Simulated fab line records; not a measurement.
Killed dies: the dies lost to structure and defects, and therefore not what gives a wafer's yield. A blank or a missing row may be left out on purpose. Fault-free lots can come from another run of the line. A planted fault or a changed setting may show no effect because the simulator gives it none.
fab line records -- flow n5-finfet
[record] lots = 5, wafers = 13, last-day = 16
route steps=1938 shown BEOL_M0_SAQP@652 BEOL_M4@1111 PASSIVATION@1936
lots that met no fault: from a run of the same line without faults
start-h: the number of hours between the record's first day and the start of the first shown wafer of the lot -- wait-h: time in hours since the lot's previous step -- " same as the row above -- L1.1+2: a row that stands for several wafers -- - either no value or no given start -- * or withheld: withheld -- < > ~ a bound
route shown NAME@n: names a module that has steps shown in the file, with the first one's number in the route -- usual: mean/standard deviation of fault-free wafers -- same: alike in all rows -- chamber/n: place in a boat -- sites: each site's reading -- _std_site: the values' standard deviation -- _edge_site: the outer-site mean with the inner-site mean subtracted -- radius-mm: for every site, how far away it sits from the centre of the wafer -- mask NAME#n: copy n -- behind: tool/chamber where the wafer was last shaped -- hold: the reason the lot was held/the length of the hold in hours/how it ended -- device: the n, p or np transistor that did not switch -- end of line: the route-end tests of the same wafers -- a step given without rows: its recipe and nothing more -- killed: at the first sort, the dies lost to defects and structure; wafer yield is something else -- map: a wafer's dies, marking killed ones x, the rest . and places with no die _
set.NAME: setting as actually run; set.NAME@STEP: the setting as run at that earlier step -- model.NAME: the simulator's own value behind a step, which no gauge read
lots at selected steps of the route; one table per step, one row per wafer
services: the hour from which a tool's chamber was out of use, counted from the record's first day as start-h (under 0 if before that day), plus the number of hours and why
[[steps]]
[step N5_BEOL_M0_SAQP_DESCUM_19]
[recipe] chemistry = O2, time-s = 7.9, source-power-w = 50, bias-power-w = 20, pressure-mtorr = 20, rf-frequency-hz = 2.712e+07, temp-c = 40, resist = CAR-ArF, o2-flow-sccm = 225
[step N5_BEOL_M0_SAQP_ETCH_83]
[recipe] chemistry = CF4, target = SiARC, target-depth-a = 390, mask-material = CAR-ArF, time-s = 65, ion-energy-ev = 80, pressure-mtorr = 40, source-w = 545, bias-w = 36, Ar_flow_sccm = 100, cf4-flow-sccm = 100, ends = cleared
[step N5_BEOL_M0_SAQP_ETCH_84]
[recipe] chemistry = N2/H2, target = SOC, target-depth-a = 1000, overetch-a = 200, mask-material = SiARC, temp-c = 40, time-s = 150, ion-energy-ev = 200, pressure-mtorr = 30, source-w = 840, bias-w = 150, n2-flow-sccm = 200, h2-flow-sccm = 200
[step N5_BEOL_M0_SAQP_STRIP_80]
[recipe] chemistry = N2/H2, temp-c = 40, n2-flow-sccm = 200, h2-flow-sccm = 200, rf-frequency-hz = 6e+07
[step N5_BEOL_M0_SAQP_HM_OPEN_112]
[recipe] chemistry = CHF3/O2, target = SiO2, stop-on = a-Si, target-depth-a = 120, over-etch-frac = 1.25, mask-material = SOC, time-s = 13.5, pressure-mtorr = 30, source-w = 650, bias-w = 170, Ar_flow_sccm = 200, CHF3_flow_sccm = 50, O2_flow_sccm = 5, ion-energy-ev = 200, ends = end-point
[step N5_BEOL_M0_SAQP_STRIP_113]
[recipe] chemistry = CHF3/O2, resist = SiARC, rf-frequency-hz = 6e+07
[step N5_BEOL_M0_SAQP_MANDREL_ETCH_20]
[recipe] target-depth-a = 600, chemistry = HBr/Cl2, target = a-Si, stop-on = SiNx, bt-time-s = 10, mask-material = SOC, over-etch-frac = 0.5, time-s = 30, pressure-mtorr = 10, icp-w = 800, bias-w = 75, HBr_flow_sccm = 150, Cl2_flow_sccm = 80, ends = end-point
[step N5_BEOL_M0_SAQP_STRIP_86]
[recipe] chemistry = N2/H2, power-w = 500, temp-c = 40, pressure-mtorr = 50, rf-frequency-hz = 6e+07, overash-fraction = 0.3, bias-power-w = 28, h2-frac = 0.5, n2-flow-sccm = 300, h2-flow-sccm = 300
[step N5_BEOL_M0_SAQP_STRIP_115]
[recipe] chemistry = post-etch-residue-remover, time-s = 60, temp-c = 25, remover-ph = withheld, remover-water-wt-pct = withheld, remover-fluoride-wt-pct = withheld
[step N5_BEOL_M0_SAQP_SRD_93]
[recipe] dry = ipa-marangoni, time-s = 30, temp-c = 23, rinse-liquid = diw
[step N5_BEOL_M0_SAQP_RECESS_114]
[recipe] chemistry = HF/NH3, target = SiO2, target-depth-a = 144, afs-cycles = 3, temp-c = 30, sublimation-temp-c = 180, sublimation-time-s = 60
[step N5_BEOL_M0_SAQP_SPACER1_ALD_98]
[recipe] material = SiO2, target-thk-a = 128, temp-c = 300, ald-precursor-family = BDEAS, ald-co-reactant = O2-plasma, pulse-time-s = 1, purge-time-s = 2, co-reactant-purge-time-s = 2, ald-cycles = 138, pressure-torr = 2
[usual] ald-cycles = 138/0, heater-power-w = 467/52, precursor-pulse-height-rel = 1.000/0.021
[same] purge-time-s = 2
lot.wafer,tool,chamber,start-h,wait-h,ald-cycles,heater-power-w,precursor-pulse-height-rel,model.SiO2_of_BEOL_M0_SAQP_SPACER1_ALD_98.thk-nm
L399.2,ald-sin-01,2,127.39,0.3,138,449,1.008,12.8
L399.4,ald-sin-01,3,127.39,0.3,138,475,1.001,12.8
L399.5,ald-sin-01,0,127.39,0.3,138,435,1.014,12.8
L409.4,ald-sin-01,1,186.57,1.5,179,457,1.007,16.6
L409.5,ald-sin-01,3,186.57,1.5,138,484,1.030,12.8
L410.2,ald-sin-01,3,191.95,0.3,138,489,0.998,12.8
L410.4,ald-sin-01,2,191.95,0.3,179,438,0.991,16.6
L410.6,ald-sin-01,2,191.95,0.3,179,451,1.015,16.6
L411.1,ald-sin-01,1,198.45,0.6,138,439,0.996,12.8
L411.4,ald-sin-01,3,198.45,0.6,179,460,0.983,16.4
L417.2,ald-sin-02,1,238.10,0.3,138,640,1.006,12.8
L417.5,ald-sin-02,2,238.10,0.3,138,447,0.941,12.8
L417.6,ald-sin-02,1,238.10,0.3,138,637,0.979,12.8
[step N5_BEOL_M0_SAQP_SPACER1_ETCHBACK_99]
[recipe] chemistry = CHF3/O2, mode = anisotropic-etchback, target = SiO2, target-depth-a = 154, time-s = 7.7, pressure-mtorr = 30, source-w = 650, bias-w = 170, Ar_flow_sccm = 200, CHF3_flow_sccm = 50, O2_flow_sccm = 5, ion-energy-ev = 200
[step N5_BEOL_M0_SAQP_MANDREL1_REMOVE_100]
[recipe] chemistry = HBr/Cl2/O2, bt-time-s = 10, target = a-Si, stop-on = SiNx, endpoint = OES-SiCl, over-etch-frac = 0.85, icp-w = 600, bias-w = 30, HBr_flow_sccm = 150, Cl2_flow_sccm = 80, O2_flow_sccm = 5, pressure-mtorr = 10
[usual] drypump-motor-current-A = 5.6/0.48, oes-product-au = 1.000/0.02, throttle-valve-pct = 36.6/0.47
lot.wafer,tool,chamber,start-h,wait-h,drypump-motor-current-A,oes-product-au,rf-hours-counter-h,throttle-valve-pct,model.BEOL_M0_SAQP.cd-nm,model.SiO2_of_BEOL_M0_SAQP_SPACER1_ALD_98.thk-nm
L399.2,rie-si-01,3,127.95,0.1,6.5,0.980,1,36.4,13,7.6
L399.4,rie-si-01,0,127.95,0.1,6.1,1.020,8,35.8,12.6,7.4
L399.5,rie-si-01,1,127.95,0.1,5.1,1.008,-,36.6,12.8,7.4
L409.4,rie-si-02,1,187.13,0.1,5.7,1.022,56,35.9,16.8,11.2
L409.5,rie-si-02,0,187.13,0.1,5.9,0.982,-,37.4,12.6,7.4
L410.2,rie-si-01,2,192.51,0.1,4.8,1.032,2,36.7,12.8,7.4
L410.4,rie-si-01,0,192.51,0.1,6.1,1.026,9,35.8,16.8,11.2
L410.6,rie-si-01,2,192.51,0.1,4.8,1.026,-,36.7,16.8,11.2
L411.1,rie-si-02,0,199.01,0.1,5.9,0.967,6,37.4,12.6,7.4
L411.4,rie-si-02,3,199.01,0.1,5.5,0.987,9,36.6,16.4,11
L417.2,rie-si-01,0,238.67,0.1,6.1,1.018,10,35.8,13,7.4
L417.5,rie-si-01,1,238.67,0.1,5.1,1.004,-,36.7,12.8,7.4
L417.6,rie-si-01,0,238.67,0.1,6.1,1.025,-,35.8,12.8,7.4
[step N5_BEOL_M0_SAQP_CD_MEAS_25]
[recipe] target-cd-nm = 13.1, landing-energy-ev = 1000, detector = se-inlens
[usual] cd-nm = 12.82/0.24
lot.wafer,tool,chamber,start-h,wait-h,cd-nm
L399.2,cd-sem-02,0,128.06,0.1,13.37
L399.4,cd-sem-02,0,128.06,0.1,12.43
L399.5,cd-sem-02,0,128.06,0.1,13.00
L409.4,cd-sem-01,0,187.25,0.1,16.42
L409.5,cd-sem-01,0,187.25,0.1,12.60
L410.2,cd-sem-02,0,192.62,0.1,12.62
L410.4,cd-sem-02,0,192.62,0.1,16.57
L410.6,cd-sem-02,0,192.62,0.1,16.59
L411.1,cd-sem-01,0,199.12,0.1,12.36
L411.4,cd-sem-01,0,199.12,0.1,16.53
L417.2,cd-sem-03,0,238.78,0.1,12.81
L417.5,cd-sem-03,0,238.78,0.1,12.69
L417.6,cd-sem-03,0,238.78,0.1,13.05
[step N5_BEOL_M0_SAQP_ETCH_101]
[recipe] chemistry = CH3F/O2, target = SiNx, mask-material = SiO2, target-depth-a = 299, time-s = 42.7, pressure-mtorr = 30, source-w = 395, bias-w = 73, Ar_flow_sccm = 150, CH3F_flow_sccm = 30, O2_flow_sccm = 20, ion-energy-ev = 120
[step N5_BEOL_M0_SAQP_ETCH_102]
[recipe] chemistry = CF4, target = SiO2, target-depth-a = 40, ion-energy-ev = 350, time-s = 4.4, pressure-mtorr = 10, icp-w = 800, bias-w = 400, cf4-flow-sccm = 80
[step N5_BEOL_M0_SAQP_MANDREL_ETCH_103]
[recipe] chemistry = HBr/Cl2, target = a-Si, target-depth-a = 450, bt-time-s = 10, stop-on = SiCN, mask-material = SiO2, over-etch-frac = 0.8, time-s = 27, pressure-mtorr = 10, icp-w = 800, bias-w = 75, HBr_flow_sccm = 150, Cl2_flow_sccm = 80, ends = end-point
[step N5_BEOL_M0_SAQP_RECESS_104]
[recipe] chemistry = HF/NH3, target = SiO2, target-depth-a = 180, afs-cycles = 3, temp-c = 30, sublimation-temp-c = 180, sublimation-time-s = 60
[step N5_BEOL_M0_SAQP_COAT_105]
[recipe] resist = SOC, temp-c = 250, time-s = 60, spin-rpm = 1500, resist-thk-nm = 100
[step N5_BEOL_M0_SAQP_ETCH_106]
[recipe] chemistry = N2/H2, target = SOC, target-depth-a = 1500, stop-on = SiNx, ion-energy-ev = 100, bias-w = 61, pressure-mtorr = 30, source-w = 850, n2-flow-sccm = 200, h2-flow-sccm = 200
[step N5_BEOL_M0_SAQP_ETCH_107]
[recipe] chemistry = CH3F/O2, target = SiNx, target-depth-a = 300, mask-material = SOC, pressure-mtorr = 30, source-w = 395, bias-w = 73, Ar_flow_sccm = 150, CH3F_flow_sccm = 30, O2_flow_sccm = 20, ion-energy-ev = 120
[step N5_BEOL_M0_SAQP_STRIP_108]
[recipe] chemistry = N2/H2, power-w = 500, temp-c = 40, pressure-mtorr = 50, rf-frequency-hz = 6e+07, overash-fraction = 0.3, bias-power-w = 28, h2-frac = 0.5, n2-flow-sccm = 300, h2-flow-sccm = 300
[step N5_BEOL_M0_SAQP_RECESS_109]
[recipe] chemistry = HF/NH3, target = SiO2, target-depth-a = 30, afs-cycles = 1, temp-c = 30, sublimation-temp-c = 180, sublimation-time-s = 60
[step N5_BEOL_M0_SAQP_SPACER2_ALD_26]
[recipe] material = SiO2, target-thk-a = 150, temp-c = 300, ald-precursor-family = BDEAS, ald-co-reactant = O2-plasma, pulse-time-s = 1, purge-time-s = 2, co-reactant-purge-time-s = 2, pressure-torr = 2
[step N5_BEOL_M0_SAQP_SPACER2_ETCHBACK_27]
[recipe] chemistry = CHF3/O2, mode = anisotropic-etchback, target = SiO2, target-depth-a = 225, time-s = 11.25, pressure-mtorr = 30, source-w = 650, bias-w = 170, Ar_flow_sccm = 200, CHF3_flow_sccm = 50, O2_flow_sccm = 5, ion-energy-ev = 200
[step N5_BEOL_M0_SAQP_MANDREL2_REMOVE_110]
[recipe] chemistry = HBr/Cl2/O2, bt-time-s = 10, target = a-Si, stop-on = SiCN, endpoint = OES-SiCl, over-etch-frac = 1, icp-w = 600, bias-w = 30, HBr_flow_sccm = 150, Cl2_flow_sccm = 80, O2_flow_sccm = 5, pressure-mtorr = 10
[step N5_BEOL_M0_SAQP_COAT_69]
[recipe] resist = SOC, temp-c = 250, time-s = 60, spin-rpm = 1500, resist-thk-nm = 90
[step N5_BEOL_M0_SAQP_COAT_72]
[recipe] resist = SiARC, temp-c = 220, time-s = 60, spin-rpm = 1500, resist-thk-nm = 15
[step N5_BEOL_M0_SAQP_COAT_87]
[recipe] resist = underlayer, temp-c = 205, time-s = 60, spin-rpm = 1500, resist-thk-nm = 5
[step N5_BEOL_M0_SAQP_COAT_34]
[recipe] resist = CAR-EUV, spin-rpm = 1500, resist-thk-nm = 30
[step N5_BEOL_M0_SAQP_EBR_36]
[recipe] solvent = PGMEA, ebr-width-mm = 1.5
[step N5_BEOL_M0_SAQP_SOFTBAKE_35]
[recipe] temp-c = 110, time-s = 60, resist = CAR-EUV
[step N5_BEOL_M0_SAQP_EXPOSE_37]
[recipe] mask-id = M0_CUT1, na = 0.33, source-shape = annular, sigma-inner = 0.35, sigma-outer = 0.8, polarization = unpolarized, target-cd-nm = 30, dose-mj = 44.75
[step N5_BEOL_M0_SAQP_PEB_38]
[recipe] peb-temp-c = 100, peb-time-s = 60, resist = CAR-EUV
[step N5_BEOL_M0_SAQP_DEVELOP_39]
[recipe] develop-time-s = 30, developer = TMAH, resist = CAR-EUV, rinse-liquid = surfactant-rinse, dry = air-spin, dev-temp-c = 23
[step N5_BEOL_M0_SAQP_DESCUM_45]
[recipe] chemistry = O2, time-s = 7, source-power-w = 50, bias-power-w = 20, pressure-mtorr = 20, rf-frequency-hz = 2.712e+07, temp-c = 40, resist = CAR-EUV, o2-flow-sccm = 225
[step N5_BEOL_M4_RC_MEAS_101]
[usual] DIBL_N = 36.8/2.2, DIBL_P = 37.0/2.8, IOFF_N = 0.18/0.043, IOFF_P = 0.23/0.05, ION_N = 680/14, ION_P = 466/9.1, SS_N = 71.7/0.74, SS_P = 73.5/0.79, VT_N = 248/4, VT_P = -249/4.1
lot.wafer,tool,chamber,start-h,wait-h,DIBL_N[mV/V],DIBL_P[mV/V],IOFF_N[nA/um],IOFF_P[nA/um],ION_N[uA/um],ION_P[uA/um],SS_N[mV/dec],SS_P[mV/dec],VT_N[mV],VT_P[mV]
L399.2,prober-01,0,197.31,0.2,36.7,38.5,0.20,0.21,691,466,71.5,73.7,244,-252
L399.4,prober-01,0,197.31,0.2,36.3,37.7,0.18,0.20,678,459,71.3,73.6,247,-249
L399.5,prober-01,0,197.31,0.2,33.0,34.5,0.13,0.16,678,454,70.8,72.5,251,-256
L409.5,prober-02,0,248.10,0.6,40.0,39.9,0.23,0.27,698,467,72.2,74.0,245,-247
L411.1,prober-01,0,253.26,0.0,31.9,30.1,0.09,0.16,634,451,70.6,73.1,260,-252
L410.2,prober-02,0,254.20,0.2,36.5,36.8,0.20,0.22,689,465,70.9,73.4,245,-252
L417.2,prober-01,0,291.65,0.2,38.2,36.8,0.20,0.21,685,460,73.4,73.5,249,-253
L417.5,prober-01,0,291.65,0.2,39.9,39.7,0.23,0.27,689,469,73.1,74.4,244,-247
L417.6,prober-01,0,291.65,0.2,35.9,35.6,0.16,0.20,680,461,71.6,73.0,252,-253
[step N5_PASSIVATION_PROBE_49]
[usual] defect-limited-yield = 91.4/1.5, killed_at_M0_to_M3 = 36/11, killed_at_M4_up = 14/6, killed-at-contacts = 11/6, killed-at-front-end = 37/11, killed-at-other = 4/3.4, killed-dies = 102/18, killed-on-rim = 13/3.5, killed-open = 66/13, killed-short = 34/7.8, sort_bin_5_function = 5.0/0.97, sort_bin_6_memory = 3.2/0.7, sort_bin_8_speed = 0.0/0.38, sort-n-pass = 1078/19, sort-yield-pct = 91.3/1.6
[same] gross-dies = 1180, killed-at-back-side = 0, sort_bin_4_leakage[%] = 0
lot.wafer,tool,chamber,start-h,wait-h,defect-limited-yield[%],killed_at_M0_to_M3,killed_at_M4_up,killed-at-contacts,killed-at-front-end,killed-at-other,killed-dies,killed-on-rim,killed-open,killed-short,sort_bin_5_function[%],sort_bin_6_memory[%],sort_bin_8_speed[%],sort-n-pass,sort-yield-pct[%]
L399.5,prober-02,-,306.60,0.2,90.0,33,19,17,42,7,118,13,73,44,5.7,3.5,0,1062,90.0
L409.4,prober-02,-,349.97,1.0,0,1105,16,8,51,0,1180,152,65,37,96.3,3.2,0,0,0
L409.5,prober-02,-,350.02,1.1,91.0,36,7,13,49,1,106,12,67,38,5.1,3.7,0,1074,91.0
L411.4,prober-02,-,353.09,0.2,0,1129,14,7,19,11,1180,152,72,31,97.2,2.5,0,0,0
L410.2,prober-02,-,359.26,0.5,93.1,32,12,10,27,1,82,9,46,35,3.6,2.7,0,1098,93.1
L410.4,prober-02,-,359.36,0.6,0,1125,21,11,23,0,1180,152,62,28,96.4,3.4,0,0,0
L410.6,prober-02,-,359.46,0.7,0,1104,22,12,40,2,1180,152,79,37,95.4,4.0,0,0,0
// killed by level:class
L399.5 MOL_CONTACT_COAG:geometric-particle:open=14 STI_FIN_REVEAL:geometric-particle:open=9 BEOL_M4:geometric-particle:open=9 GATE_CUT:geometric-particle:short=8 BEOL_M0_SAQP:geometric-particle:open=8 BEOL_M0_SAQP:geometric-particle:short=8 BEOL_M3:geometric-particle:open=6 STI_FIN_REVEAL:geometric-particle:short=5
L409.4 BEOL_M0_SAQP:area-ald=1078 FIN_SAQP:geometric-particle:open=12 STI_FIN_REVEAL:geometric-particle:open=10 BEOL_M1:geometric-particle:open=9 BEOL_M4:geometric-particle:open=8 FIN_SAQP:geometric-particle:short=7 MOL_CONTACT_COAG:geometric-particle:open=7 BEOL_M0_SAQP:geometric-particle:open=6
L409.5 BEOL_M1:geometric-particle:open=14 DUMMY_GATE:geometric-particle:open=13 FIN_SAQP:geometric-particle:short=9 STI_FIN_REVEAL:geometric-particle:open=7 BEOL_M2:geometric-particle:open=6 MOL_CONTACT_COAG:geometric-particle:short=6 MOL_CONTACT_COAG:geometric-particle:open=6 GATE_CUT:geometric-particle:short=5
L411.4 BEOL_M0_SAQP:area-ald=1077 BEOL_M0_SAQP:geometric-particle:open=16 BEOL_M0_SAQP:geometric-particle:short=8 BEOL_M3:geometric-particle:short=8 MOL_CONTACT_COAG:geometric-particle:open=6 BEOL_M1:geometric-particle:open=6 BEOL_M2:geometric-particle:open=6 MIM_TOP:geometric-particle:open=6
L410.2 BEOL_M2:geometric-particle:open=9 GATE_CUT:geometric-particle:short=8 BEOL_M0_SAQP:geometric-particle:open=8 MOL_CONTACT_COAG:geometric-particle:open=6 BEOL_M0_SAQP:geometric-particle:short=6 GATE_CUT:geometric-particle:open=5 FIN_SAQP:geometric-particle:short=4 MOL_CONTACT_COAG:geometric-particle:short=3
L410.4 BEOL_M0_SAQP:area-ald=1089 BEOL_M0_SAQP:geometric-particle:short=10 MOL_CONTACT_COAG:geometric-particle:open=9 BEOL_M0_SAQP:geometric-particle:open=9 BEOL_M2:geometric-particle:open=7 BEOL_M4:geometric-particle:open=7 FIN_SAQP:geometric-particle:short=4 DUMMY_GATE:geometric-particle:open=4
L410.6 BEOL_M0_SAQP:area-ald=1061 FIN_SAQP:geometric-particle:short=11 BEOL_M0_SAQP:geometric-particle:open=11 BEOL_M3:geometric-particle:open=10 MOL_CONTACT_COAG:geometric-particle:open=8 BEOL_M0_SAQP:geometric-particle:short=7 BEOL_M2:geometric-particle:open=7 BEOL_M5:geometric-particle:open=7
// map L409.4 (x killed, . not)
_________________xxxxxxxxxxxx________________
______________xxxxxxxxxxxxxxxxxx_____________
___________xxxxxxxxxxxxxxxxxxxxxxxx__________
__________xxxxxxxxxxxxxxxxxxxxxxxxxx_________
________xxxxxxxxxxxxxxxxxxxxxxxxxxxxxx_______
_______xxxxxxxxxxxxxxxxxxxxxxxxxxxxxxxx______
______xxxxxxxxxxxxxxxxxxxxxxxxxxxxxxxxxx_____
_____xxxxxxxxxxxxxxxxxxxxxxxxxxxxxxxxxxxx____
____xxxxxxxxxxxxxxxxxxxxxxxxxxxxxxxxxxxxxx___
___xxxxxxxxxxxxxxxxxxxxxxxxxxxxxxxxxxxxxxxx__
___xxxxxxxxxxxxxxxxxxxxxxxxxxxxxxxxxxxxxxxx__
__xxxxxxxxxxxxxxxxxxxxxxxxxxxxxxxxxxxxxxxxxx_
__xxxxxxxxxxxxxxxxxxxxxxxxxxxxxxxxxxxxxxxxxx_
_xxxxxxxxxxxxxxxxxxxxxxxxxxxxxxxxxxxxxxxxxxxx
_xxxxxxxxxxxxxxxxxxxxxxxxxxxxxxxxxxxxxxxxxxxx
_xxxxxxxxxxxxxxxxxxxxxxxxxxxxxxxxxxxxxxxxxxxx
_xxxxxxxxxxxxxxxxxxxxxxxxxxxxxxxxxxxxxxxxxxxx
_xxxxxxxxxxxxxxxxxxxxxxxxxxxxxxxxxxxxxxxxxxxx
_xxxxxxxxxxxxxxxxxxxxxxxxxxxxxxxxxxxxxxxxxxxx
_xxxxxxxxxxxxxxxxxxxxxxxxxxxxxxxxxxxxxxxxxxxx
_xxxxxxxxxxxxxxxxxxxxxxxxxxxxxxxxxxxxxxxxxxxx
__xxxxxxxxxxxxxxxxxxxxxxxxxxxxxxxxxxxxxxxxxx_
__xxxxxxxxxxxxxxxxxxxxxxxxxxxxxxxxxxxxxxxxxx_
___xxxxxxxxxxxxxxxxxxxxxxxxxxxxxxxxxxxxxxxx__
___xxxxxxxxxxxxxxxxxxxxxxxxxxxxxxxxxxxxxxxx__
____xxxxxxxxxxxxxxxxxxxxxxxxxxxxxxxxxxxxxx___
_____xxxxxxxxxxxxxxxxxxxxxxxxxxxxxxxxxxxx____
______xxxxxxxxxxxxxxxxxxxxxxxxxxxxxxxxxx_____
_______xxxxxxxxxxxxxxxxxxxxxxxxxxxxxxxx______
________xxxxxxxxxxxxxxxxxxxxxxxxxxxxxx_______
__________xxxxxxxxxxxxxxxxxxxxxxxxxx_________
___________xxxxxxxxxxxxxxxxxxxxxxxx__________
______________xxxxxxxxxxxxxxxxxx_____________
_________________xxxxxxxxxxxx________________
// map L410.4 (x killed, . not)
_________________xxxxxxxxxxxx________________
______________xxxxxxxxxxxxxxxxxx_____________
___________xxxxxxxxxxxxxxxxxxxxxxxx__________
__________xxxxxxxxxxxxxxxxxxxxxxxxxx_________
________xxxxxxxxxxxxxxxxxxxxxxxxxxxxxx_______
_______xxxxxxxxxxxxxxxxxxxxxxxxxxxxxxxx______
______xxxxxxxxxxxxxxxxxxxxxxxxxxxxxxxxxx_____
_____xxxxxxxxxxxxxxxxxxxxxxxxxxxxxxxxxxxx____
____xxxxxxxxxxxxxxxxxxxxxxxxxxxxxxxxxxxxxx___
___xxxxxxxxxxxxxxxxxxxxxxxxxxxxxxxxxxxxxxxx__
___xxxxxxxxxxxxxxxxxxxxxxxxxxxxxxxxxxxxxxxx__
__xxxxxxxxxxxxxxxxxxxxxxxxxxxxxxxxxxxxxxxxxx_
__xxxxxxxxxxxxxxxxxxxxxxxxxxxxxxxxxxxxxxxxxx_
_xxxxxxxxxxxxxxxxxxxxxxxxxxxxxxxxxxxxxxxxxxxx
_xxxxxxxxxxxxxxxxxxxxxxxxxxxxxxxxxxxxxxxxxxxx
_xxxxxxxxxxxxxxxxxxxxxxxxxxxxxxxxxxxxxxxxxxxx
_xxxxxxxxxxxxxxxxxxxxxxxxxxxxxxxxxxxxxxxxxxxx
_xxxxxxxxxxxxxxxxxxxxxxxxxxxxxxxxxxxxxxxxxxxx
_xxxxxxxxxxxxxxxxxxxxxxxxxxxxxxxxxxxxxxxxxxxx
_xxxxxxxxxxxxxxxxxxxxxxxxxxxxxxxxxxxxxxxxxxxx
_xxxxxxxxxxxxxxxxxxxxxxxxxxxxxxxxxxxxxxxxxxxx
__xxxxxxxxxxxxxxxxxxxxxxxxxxxxxxxxxxxxxxxxxx_
__xxxxxxxxxxxxxxxxxxxxxxxxxxxxxxxxxxxxxxxxxx_
___xxxxxxxxxxxxxxxxxxxxxxxxxxxxxxxxxxxxxxxx__
___xxxxxxxxxxxxxxxxxxxxxxxxxxxxxxxxxxxxxxxx__
____xxxxxxxxxxxxxxxxxxxxxxxxxxxxxxxxxxxxxx___
_____xxxxxxxxxxxxxxxxxxxxxxxxxxxxxxxxxxxx____
______xxxxxxxxxxxxxxxxxxxxxxxxxxxxxxxxxx_____
_______xxxxxxxxxxxxxxxxxxxxxxxxxxxxxxxx______
________xxxxxxxxxxxxxxxxxxxxxxxxxxxxxx_______
__________xxxxxxxxxxxxxxxxxxxxxxxxxx_________
___________xxxxxxxxxxxxxxxxxxxxxxxx__________
______________xxxxxxxxxxxxxxxxxx_____________
_________________xxxxxxxxxxxx________________
[[services]]
tool,chamber,start-h,hours,kind
ald-sin-01,-,103.42,0.9,repair
rie-si-02,2,119.16,18.9,repair
rie-si-01,1,129.08,2.1,repair
rie-si-01,-,144.24,2.8,pm
[[key]]
[first-sign] step = N5_BEOL_M0_SAQP_SPACER1_ALD_98, reading = ald-cycles, direction = up, sigmas = 99+, usual = *, struck = *
[effect] step = N5_BEOL_M0_SAQP_CD_MEAS_25, reading = cd-nm, direction = up, sigmas = 16, usual = 12.82, struck = 16.53
[effect] step = N5_PASSIVATION_PROBE_49, reading = killed_at_M0_to_M3, direction = up, sigmas = 99+, usual = 36, struck = 1116
[model-effect] step = N5_BEOL_M0_SAQP_SPACER1_ALD_98, value = SiO2_of_BEOL_M0_SAQP_SPACER1_ALD_98.thk-nm, without = 12.75, struck = 16.55
[model-effect] step = N5_BEOL_M0_SAQP_MANDREL1_REMOVE_100, value = BEOL_M0_SAQP.cd-nm, without = 12.9, struck = 16.7
[more-kills-born-at] N5_BEOL_M0_SAQP_SPACER1_ALD_98@ald-sin-01 = 4305
met-at N5_BEOL_M0_SAQP_SPACER1_ALD_98
struck-wafers L409.4,L410.4,L410.6,L411.4
later-rows-left-out L409.4,L410.4,L410.6,L411.4
onset-between 127.39 186.57
[fault] kind = process-parameter-drift, tool = ald-sin-01, chamber = -, onset-h = 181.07, steps = N5_BEOL_M0_SAQP_SPACER1_ALD_98, channel = ald-cycles, offset = *, shape = step, end-h = 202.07, scope = struck-wafers-only, acts-in = *, stated = *
// later-rows-left-out: the simulator's readings of these wafers behind a module that went badly wrong aren't trusted and aren't shown, but for the sort
